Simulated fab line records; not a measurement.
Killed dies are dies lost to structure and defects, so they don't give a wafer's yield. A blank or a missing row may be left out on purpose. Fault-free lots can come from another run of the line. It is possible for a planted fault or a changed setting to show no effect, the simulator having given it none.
fab line records	flow nand_harc
[record] lots = 14	wafers = 42	last_day = 25
route steps=1159 shown P_GATE@202 P_CONTACT@218
lots that met no fault: taken from a fault-free run of the same line
start_h: the number of hours between the record's first day and the start of the first shown wafer of the lot	wait_h: hours since the lot's step before	" repeats the value in the row above	L1.1+2: a single row standing in for several wafers	- no value, or no start was given	* or withheld: withheld	< > ~ a bound
route shown NAME@n: a module of which the file shows steps, and the number in the route of the first	usual: average and standard deviation across the fault-free wafers	same: alike in all rows	chamber/n: place in a boat	sites: each site's reading	_std_site: the standard deviation of these	_edge_site: outer sites' mean less inner sites'	radius_mm: how far each site lies from the wafer's centre	mask NAME#n: copy n	behind: the tool/chamber that last shaped the wafer	hold: what put the lot on hold/how long, in hours/how the hold closed	device: the transistor (n, p or np) that didn't switch	end of line: tests of these same wafers at the route's end	where a step has no rows: the recipe by itself	killed: dies lost to structure and defects at the first sort, not the wafer's yield	map: shows each die of a wafer: x if killed, . if not, _ if none is there
set.NAME: the setting as run; set.NAME@STEP: as run at that earlier step	model.NAME: the simulator's own value behind a step, which no gauge read
steps of the route over a sample of lots; a table a step, a row a wafer
services: the hour from which a tool's chamber was out of use, counted from the record's first day as start_h (under 0 if before that day), plus the number of hours and why
[[steps]]
[step NHARC_P_GATE_DESCUM_93]
[recipe] time_s = 3	o2_flow_sccm = 200	ar_flow_sccm = 0	bias_power_w = 0	chemistry = O2
[usual] chamber_pressure_mTorr = 60.00/0.057	drypump_motor_current_A = 5.9/0.42	oes_product_au = 0.998/0.012	rf_vpp_V = 57.8/0.9	showerhead_plenum_p_Torr = 1.93/0.065	throttle_valve_pct = 11.312/0.0084
lot.wafer	tool	chamber	start_h	wait_h	chamber_pressure_mTorr	drypump_motor_current_A	oes_product_au	rf_hours_counter_h	rf_vpp_V	showerhead_plenum_p_Torr	throttle_valve_pct
L388.1	rie_diel-06	2	108.04	-	60.04	5.4	0.995	15	57.9	1.88	11.305
L388.4	"	0	"	"	59.94	6.2	1.002	6	59.3	1.97	11.323
L388.3	"	1	"	"	60.10	5.7	1.005	14	58.4	1.92	11.306
L390.2	rie_diel-03	2	114.38	-	59.98	5.6	0.977	17	57.9	2.06	11.320
L390.1	"	3	"	"	59.96	5.8	0.978	15	58.3	1.94	11.316
L390.5	"	2	"	"	60.00	5.6	0.974	-	59.8	2.05	11.303
L389.2	rie_diel-06	0	115.08	-	59.96	6.2	0.985	9	58.2	1.97	11.307
L389.5	"	3	"	"	59.99	6.1	1.013	-	57.7	1.98	11.315
L389.6	"	0	"	"	59.94	6.2	1.002	-	58.7	1.97	11.299
L391.1	rie_diel-10	1	120.47	-	60.03	6.7	1.005	44	56.0	1.87	11.318
L391.6	"	1	"	"	59.98	6.7	1.003	-	58.0	1.87	11.305
L391.5	"	2	"	"	59.97	6.3	0.990	-	59.3	1.98	11.322
L392.1	rie_diel-03	2	132.46	-	59.89	5.6	0.979	19	58.4	2.05	11.313
L392.4	"	0	"	"	59.99	6.5	0.999	16	57.2	1.89	11.316
L392.5	"	2	"	"	60.12	5.6	0.981	-	58.2	2.05	11.314
L393.3	rie_diel-03	1	135.15	-	60.01	5.7	0.984	19	58.1	1.83	11.325
L393.1	"	2	"	"	60.09	5.6	0.975	19	57.8	2.05	11.298
L393.5	"	0	"	"	59.99	6.4	1.003	-	59.7	1.89	11.311
L401.2	rie_diel-06	0	182.38	-	59.96	6.2	0.997	39	58.0	1.96	11.300
L401.4	"	2	"	"	60.05	5.4	0.996	41	57.7	1.87	11.324
L401.5	"	3	"	"	59.93	6.1	1.014	-	58.0	1.97	11.305
L402.3	rie_diel-10	1	191.66	-	60.02	6.7	0.998	2	57.3	1.86	11.301
L402.5	"	2	"	"	60.08	6.2	1.015	-	57.5	1.97	11.302
L402.6	"	3	"	"	60.05	5.2	1.000	-	58.6	1.85	11.318
L406.2	rie_diel-06	0	218.41	-	59.97	6.2	0.996	51	57.3	1.96	11.320
L406.6	"	1	"	"	60.03	5.7	1.004	-	59.1	1.91	11.324
L406.5	"	2	"	"	60.10	5.4	0.978	-	58.9	1.87	11.319
L407.3	rie_diel-06	3	220.48	-	59.90	6.1	1.015	59	57.7	1.96	11.303
L407.1	"	0	"	"	59.98	6.2	1.009	51	56.9	1.96	11.314
L407.5	"	3	"	"	59.96	6.1	1.017	-	58.1	1.96	11.306
L408.2	rie_diel-06	3	226.29	-	59.98	6.1	1.007	61	55.7	1.96	11.307
L408.3	"	1	"	"	60.03	5.7	1.015	54	56.7	1.91	11.313
L408.4	"	2	"	"	59.90	5.4	0.993	56	58.1	1.87	11.318
L409.1	rie_diel-06	0	231.58	-	60.01	6.2	0.996	54	57.7	1.96	11.324
L409.2	"	1	"	"	59.88	5.7	1.001	54	55.8	1.91	11.322
L409.6	"	0	"	"	60.02	6.2	0.998	-	59.1	1.96	11.314
L410.4	rie_diel-03	2	237.49	-	59.99	5.5	0.998	3	59.7	2.05	11.315
L410.6	"	1	"	"	59.99	5.7	0.987	-	57.6	1.82	11.322
L410.5	"	2	"	"	60.12	5.6	1.000	-	59.6	2.05	11.299
L411.2	rie_diel-03	0	251.15	-	60.00	6.4	1.005	4	57.5	1.88	11.301
L411.6	"	0	"	"	60.06	6.4	1.005	-	57.9	1.88	11.318
L411.5	"	1	"	"	59.93	5.7	0.993	-	57.3	1.82	11.295
[step NHARC_P_GATE_DEGAS_109]
[recipe] temp_c = 300	time_s = 60
[usual] heater_power_w = 451/47
lot.wafer	tool	chamber	start_h	wait_h	heater_power_w
L388.1	pvd_sputter-01	-	110.00	0.1	389
L388.4	"	-	"	"	532
L388.3	"	-	"	"	435
L390.1	pvd_sputter-01	-	116.51	0.1	548
L390.2	"	-	"	"	378
L390.5	"	-	"	"	545
L389.2	pvd_sputter-01	-	117.61	0.1	480
L389.5	"	-	"	"	540
L389.6	"	-	"	"	437
L391.1	pvd_sputter-03	-	122.60	0.1	462
L391.6	"	-	"	"	408
L391.5	"	-	"	"	457
L392.1	pvd_sputter-01	-	134.43	0.1	494
L392.4	"	-	"	"	540
L392.5	"	-	"	"	423
L393.3	pvd_sputter-02	-	137.10	0.1	447
L393.1	"	-	"	"	517
L393.5	"	-	"	"	444
L401.2	pvd_sputter-03	-	184.30	0.1	392
L401.4	"	-	"	"	429
L401.5	"	-	"	"	409
L402.3	pvd_sputter-01	-	194.19	0.1	543
L402.6	"	-	"	"	390
L402.5	"	-	"	"	460
L406.2	pvd_sputter-01	-	220.36	0.1	466
L406.6	"	-	"	"	429
L406.5	"	-	"	"	372
L407.3	pvd_sputter-03	-	222.42	0.1	446
L407.1	"	-	"	"	407
L407.5	"	-	"	"	452
L408.3	pvd_sputter-02	-	228.26	0.1	469
L408.4	"	-	"	"	441
L408.2	"	-	"	"	454
L409.1	pvd_sputter-03	-	233.54	0.1	435
L409.2	"	-	"	"	467
L409.6	"	-	"	"	376
L410.4	pvd_sputter-02	-	239.46	0.1	511
L410.6	"	-	"	"	476
L410.5	"	-	"	"	453
L411.2	pvd_sputter-03	-	253.19	0.1	428
L411.6	"	-	"	"	472
L411.5	"	-	"	"	435
[step NHARC_P_CONTACT_DEP_00]
[recipe] target_thk_a = 5000	temp_c = 400	pressure_torr = 6.5	rf_w = 900	teos_flow_sccm = 161.4	flow_sccm = 2650	target_thk_nm = 500	gas = O2	material = SiO2
[usual] flow_sccm = 2650/8	heater_power_outer_w = 322/66	heater_power_w = 570/88	mfc_precursor_sccm = 161.4/0.47	showerhead_vpp_V = 1833/81	throttle_valve_pct = 15.8/0.5
lot.wafer	tool	chamber	start_h	wait_h	flow_sccm	heater_power_outer_w	heater_power_w	mfc_precursor_sccm	showerhead_vpp_V	throttle_valve_pct
L388.1	pecvd-04	0	111.31	-	2639	179	414	160.7	1870	15.7
L388.3	"	1	"	"	2647	375	638	162.0	1891	16.5
L388.4	"	0	"	"	2640	204	430	161.3	1855	15.7
L390.2	pecvd-01	0	117.96	-	2645	434	686	161.0	1758	15.6
L390.1	"	1	"	"	2652	327	609	161.1	1755	16.1
L390.5	"	0	"	"	2656	310	525	161.0	1763	15.6
L389.2	pecvd-01	2	119.27	-	2645	353	573	160.8	1914	16.0
L389.6	"	2	"	"	2649	236	425	161.0	1954	15.9
L389.5	"	0	"	"	2664	310	511	161.2	1764	15.6
L391.1	pecvd-01	0	124.68	-	2662	379	605	161.6	1722	16.1
L391.6	"	0	"	"	2642	398	629	160.9	1735	15.9
L391.5	"	1	"	"	2651	312	571	161.2	1720	16.0
L392.1	pecvd-02	2	135.68	0.2	2649	254	543	161.3	1831	15.0
L392.5	"	0	"	"	2649	294	480	162.4	1824	15.8
L392.4	"	1	"	"	2656	422	721	162.0	1825	16.1
L393.1	pecvd-01	0	138.44	-	2661	306	521	161.5	1747	15.7
L393.3	"	1	"	"	2628	312	588	161.3	1737	15.9
L393.5	"	2	"	"	2646	238	416	161.8	1926	15.9
L401.2	pecvd-01	2	185.67	-	2647	342	549	61.0	1945	14.9
L401.4	"	0	"	"	2648	389	615	61.4	1712	14.8
L401.5	"	2	"	"	2647	347	575	60.9	1941	14.8
L402.3	pecvd-01	1	195.77	-	2648	338	622	61.0	1763	14.9
L402.5	"	0	"	"	2639	346	576	61.2	1728	14.7
L402.6	"	1	"	"	2649	229	466	60.1	1746	15.2
L406.2	pecvd-02	1	221.60	-	2652	426	715	160.7	1826	16.0
L406.6	"	1	"	"	2654	458	738	161.6	1838	16.0
L406.5	"	0	"	"	2656	285	479	161.2	1833	15.6
L407.1	pecvd-02	2	223.74	-	2638	221	475	161.8	1822	14.9
L407.3	"	0	"	"	2665	288	483	161.4	1828	15.7
L407.5	"	2	"	"	2641	237	502	161.8	1768	14.7
L408.3	pecvd-04	0	229.57	-	2652	261	528	161.2	1867	15.6
L408.2	"	1	"	"	2644	303	527	162.3	1886	16.2
L408.4	"	2	"	"	2644	294	592	162.1	1950	15.2
L409.2	pecvd-04	0	234.96	-	2655	229	479	162.0	1850	15.8
L409.1	"	1	"	"	2658	385	640	161.6	1878	16.2
L409.6	"	2	"	"	2634	298	599	161.0	1945	15.2
L410.4	pecvd-02	0	240.81	-	2634	302	502	161.8	1818	15.5
L410.5	"	1	"	"	2651	445	728	161.5	1781	16.2
L410.6	"	2	"	"	2662	267	555	160.4	1785	14.7
L411.2	pecvd-02	0	254.83	-	2644	340	556	161.0	1788	15.4
L411.6	"	1	"	"	2657	454	727	160.9	1835	16.0
L411.5	"	2	"	"	2659	268	557	160.8	1810	14.4
[step NHARC_P_CONTACT_ETCH_35]
[recipe] target_depth_a = 390	over_etch_frac = 0.3	time_s = 65	ion_energy_ev = 80	cf4_flow_sccm = 150	ar_flow_sccm = 0	rf_w = 300	bias_w = 100	chemistry = CF4
[usual] cf4_flow_sccm = 150.0/0.56	chamber_pressure_mTorr = 50.00/0.07	drypump_motor_current_A = 5.9/0.44	oes_product_au = 0.997/0.01	rf_vpp_V = 151.2/1.2	showerhead_plenum_p_Torr = 1.76/0.059	throttle_valve_pct = 13.283/0.0091
lot.wafer	tool	chamber	start_h	wait_h	cf4_flow_sccm	chamber_pressure_mTorr	drypump_motor_current_A	oes_product_au	rf_hours_counter_h	rf_vpp_V	showerhead_plenum_p_Torr	throttle_valve_pct
L388.3	rie_diel-12	0	112.85	0.1	150.8	49.98	6.3	0.999	7	150.3	1.71	13.280
L388.4	"	2	"	"	149.9	49.98	6.2	0.997	8	152.6	1.86	13.266
L388.1	"	3	"	"	149.6	50.02	5.9	1.004	6	153.3	1.80	13.278
L390.1	rie_diel-12	3	119.54	0.1	150.9	49.97	6.0	1.002	7	152.0	1.80	13.270
L390.2	"	0	"	"	149.8	50.02	6.3	1.003	8	150.8	1.71	13.290
L390.5	"	3	"	"	150.5	49.98	5.9	1.011	-	151.9	1.80	13.277
L389.2	rie_diel-12	2	120.86	0.1	148.6	49.99	6.2	0.986	9	151.9	1.86	13.287
L389.6	"	1	"	"	150.5	50.04	5.2	1.007	-	150.4	1.74	13.270
L389.5	"	2	"	"	148.7	49.99	6.1	0.987	-	152.5	1.86	13.273
L391.1	rie_diel-02	1	126.24	0.1	150.5	49.97	5.9	1.001	13	150.8	1.72	13.278
L391.5	"	2	"	"	150.1	50.08	5.6	1.004	-	153.9	1.84	13.285
L391.6	"	3	"	"	149.9	50.03	6.7	1.005	-	150.3	1.72	13.292
L392.1	rie_diel-02	1	137.28	0.1	150.1	50.03	5.9	0.985	14	150.4	1.72	13.287
L392.4	"	2	"	"	149.4	50.01	5.6	1.000	15	154.3	1.84	13.286
L392.5	"	0	"	"	149.4	49.95	5.8	0.985	-	151.4	1.70	13.287
L393.3	rie_diel-05	0	140.04	0.1	150.3	49.98	5.8	1.005	46	150.9	1.74	13.290
L393.1	"	2	"	"	150.4	50.03	6.7	1.016	49	151.5	1.85	13.275
L393.5	"	0	"	"	149.6	50.02	5.8	1.001	-	149.9	1.74	13.270
L401.2	rie_diel-12	2	187.20	0.1	149.9	50.08	6.2	0.985	16	152.0	1.86	13.274
L401.4	"	3	"	"	150.1	49.96	6.0	1.002	14	151.8	1.79	13.280
L401.5	"	3	"	"	149.2	49.99	6.0	0.999	-	150.3	1.79	13.279
L402.3	rie_diel-12	2	197.33	0.1	150.1	49.99	6.2	0.992	17	151.0	1.85	13.281
L402.5	"	2	"	"	150.3	50.07	6.2	0.988	-	151.4	1.85	13.291
L402.6	"	3	"	"	149.4	50.03	6.0	1.007	-	151.9	1.79	13.288
L406.2	rie_diel-12	2	223.20	0.1	150.2	50.04	6.2	1.013	1	153.0	1.85	13.308
L406.5	"	1	"	"	149.3	50.10	5.1	1.018	-	150.9	1.74	13.287
L406.6	"	2	"	"	150.3	50.06	6.2	1.017	-	151.5	1.85	13.294
L407.3	rie_diel-05	2	225.30	0.2	150.2	50.01	6.7	1.002	19	152.5	1.85	13.278
L407.1	"	3	"	"	150.2	50.04	5.7	0.977	20	149.6	1.71	13.278
L407.5	"	0	"	"	149.3	49.87	5.9	0.984	-	151.0	1.74	13.268
L408.2	rie_diel-12	0	231.11	0.1	150.0	49.94	6.3	0.992	1	150.3	1.71	13.278
L408.3	"	1	"	"	150.1	49.93	5.1	1.008	1	151.1	1.74	13.282
L408.4	"	2	"	"	149.9	50.02	6.2	1.008	1	151.3	1.85	13.288
L409.1	rie_diel-05	0	236.40	0.1	149.2	49.95	5.9	0.991	23	151.3	1.74	13.289
L409.2	"	3	"	"	149.7	50.03	5.7	0.993	22	150.7	1.71	13.281
L409.6	"	3	"	"	149.4	50.07	5.7	0.982	-	150.9	1.71	13.287
L410.6	rie_diel-12	1	242.31	0.1	150.8	49.97	5.2	0.994	-	151.5	1.74	13.265
L410.4	"	2	"	"	150.0	49.94	6.2	0.990	-	152.5	1.85	13.273
L410.5	"	3	"	"	149.9	50.01	6.0	0.994	-	152.4	1.79	13.283
L411.2	rie_diel-02	1	260.44	0.1	150.8	49.98	5.9	0.984	10	148.5	1.71	13.270
L411.6	"	2	"	"	150.2	50.04	5.6	1.006	-	151.4	1.83	13.282
L411.5	"	3	"	"	150.1	49.96	6.6	0.998	-	152.3	1.71	13.285
[[services]]
tool	chamber	start_h	hours	kind
rie_diel-03	3	98.17	3.2	repair
pvd_sputter-03	-	98.27	1.3	repair
rie_diel-03	3	101.92	2.9	repair
pvd_sputter-03	-	102.00	10.0	pm
rie_diel-06	1	127.19	12.3	repair
rie_diel-05	-	128.15	0.9	repair
pvd_sputter-03	-	130.64	9.9	repair
pecvd-04	0	133.56	4.3	repair
rie_diel-02	-	151.25	9.0	pm
pecvd-02	-	153.00	13.0	pm
pvd_sputter-01	-	158.00	10.0	pm
rie_diel-05	-	164.57	9.0	pm
rie_diel-06	2	165.12	11.5	repair
pvd_sputter-03	-	169.42	2.5	repair
rie_diel-03	-	169.72	0.3	repair
rie_diel-02	3	178.99	12.4	repair
rie_diel-03	3	197.18	19.8	repair
rie_diel-12	-	202.40	9.0	pm
rie_diel-03	-	215.30	9.0	pm
pecvd-01	-	237.33	13.0	pm
rie_diel-06	-	241.24	9.0	pm
rie_diel-12	0	241.27	6.4	repair
pvd_sputter-01	-	252.47	1.9	repair
pecvd-01	1	256.58	26.1	repair
[[key]]
[first_sign] step = NHARC_P_CONTACT_DEP_00	reading = mfc_precursor_sccm	direction = down	sigmas = 99+	usual = 161.4	struck = 60.9
[effect] step = NHARC_P_CONTACT_DEP_00	reading = throttle_valve_pct	direction = down	sigmas = 1.8	usual = 15.8	struck = 14.9
met_at NHARC_P_CONTACT_DEP_00
struck_lots L401,L402
sort_left_out L401.2,L401.4,L401.5,L402.3,L402.5,L402.6
tester_left_out L401,L402
not_acting_at NHARC_P_GATE_DESCUM_93,NHARC_P_GATE_DEGAS_109,NHARC_P_CONTACT_ETCH_35
onset_between 138.44 185.67
[fault] kind = process_parameter_drift	tool = pecvd-01	chamber = -	onset_h = 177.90	steps = NHARC_P_CONTACT_DEP_00	channel = teos_flow_sccm	offset = *	shape = step	end_h = 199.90	acts_in = *	stated = *
// tester_left_out: of these lots the tester's yield and bins aren't shown, on N5 and GAA mostly nor the transistor test; their killed dies are dies lost to structure and defects alone, not to doping, threshold or leakage, so they don't give the yield
// sort_left_out: the simulated sort isn't trusted on such a fault, so these wafers' sort isn't shown, and their yield isn't known
